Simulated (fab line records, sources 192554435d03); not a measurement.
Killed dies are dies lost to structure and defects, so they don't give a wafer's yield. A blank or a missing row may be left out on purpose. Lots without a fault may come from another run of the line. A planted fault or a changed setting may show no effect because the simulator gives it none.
Chamber matching | flow n5_finfet | N5_BEOL_M9_ETCH_65 on rie_diel-05: 4 sister chambers
The step etches SiARC in CF4, target depth 15.6 nm, time 26 s. 14 wafers are shown with their chamber, then 7 later ones without.

WAFERS WITH THEIR CHAMBER
wafer  | chamber | throttle_valve_pct (%) | showerhead_plenum_p_Torr (Torr) | drypump_motor_current_A (A)
L080.3 | 2       | 15.25                  | 2.12                            | 6.8
L080.4 | 1       | 15.99                  | 2.04                            | 5.7
L080.5 | 3       | 15.80                  | 2.13                            | 5.2
L084.4 | 3       | 15.81                  | 2.13                            | 5.2
L084.5 | 3       | 15.80                  | 2.13                            | 5.2
L084.6 | 0       | 15.22                  | 2.18                            | 6.0
L086.2 | 1       | 15.98                  | 2.03                            | 5.7
L086.3 | 2       | 15.25                  | 2.12                            | 6.7
L086.4 | 3       | 15.82                  | 2.13                            | 5.2
L090.1 | 2       | 15.26                  | 2.12                            | 6.8
L090.2 | 0       | 15.23                  | 2.18                            | 5.9
L090.4 | 3       | 15.82                  | 2.13                            | 5.2
L089.2 | 1       | 16.00                  | 2.03                            | 5.7
L089.4 | 2       | 15.27                  | 2.11                            | 6.7

SIGNATURES (means of the wafers above)
reading                  | chamber 0 | chamber 1 | chamber 2 | chamber 3 | scatter within a chamber
throttle_valve_pct       | 15.2250   | 15.9900   | 15.2575   | 15.8100   | 0.00962
showerhead_plenum_p_Torr | 2.1800    | 2.0333    | 2.1175    | 2.1300    | 0.00376
drypump_motor_current_A  | 5.950     | 5.700     | 6.750     | 5.200     | 0.0387
Rule: a wafer's distance from a chamber is the root of the sum, over the readings, of the square of ((its reading less the chamber's mean) divided by the reading's scatter). The wafer belongs to the nearest chamber; if the next one is less than 2 further off, it can't be placed. The scatter: the root of (the sum of the squares of (reading less its chamber's mean) over the shown wafers, divided by (wafers less chambers)).

WAFERS WITHOUT THEIR CHAMBER
wafer  | throttle_valve_pct (%) | showerhead_plenum_p_Torr (Torr) | drypump_motor_current_A (A)
L089.5 | 15.83                  | 2.13                            | 5.2
L097.2 | 15.30                  | 2.17                            | 5.9
L097.4 | 15.39                  | 2.12                            | 5.2
L097.6 | 15.29                  | 2.17                            | 6.0
L096.2 | 15.31                  | 2.17                            | 5.9
L096.3 | 15.39                  | 2.12                            | 5.2
L096.5 | 16.03                  | 2.03                            | 5.7

WHICH CHAMBER EACH WENT THROUGH
wafer  | from the rows above | in truth
L089.5 | 3                   | 3
L097.2 | 0                   | 0
L097.4 | 0                   | 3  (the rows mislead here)
L097.6 | 0                   | 0
L096.2 | 0                   | 0
L096.3 | 0                   | 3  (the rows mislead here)
L096.5 | 1                   | 1
Placed correctly: 5 of 7. Can't be placed from these rows: 0. Placed wrongly: 2.
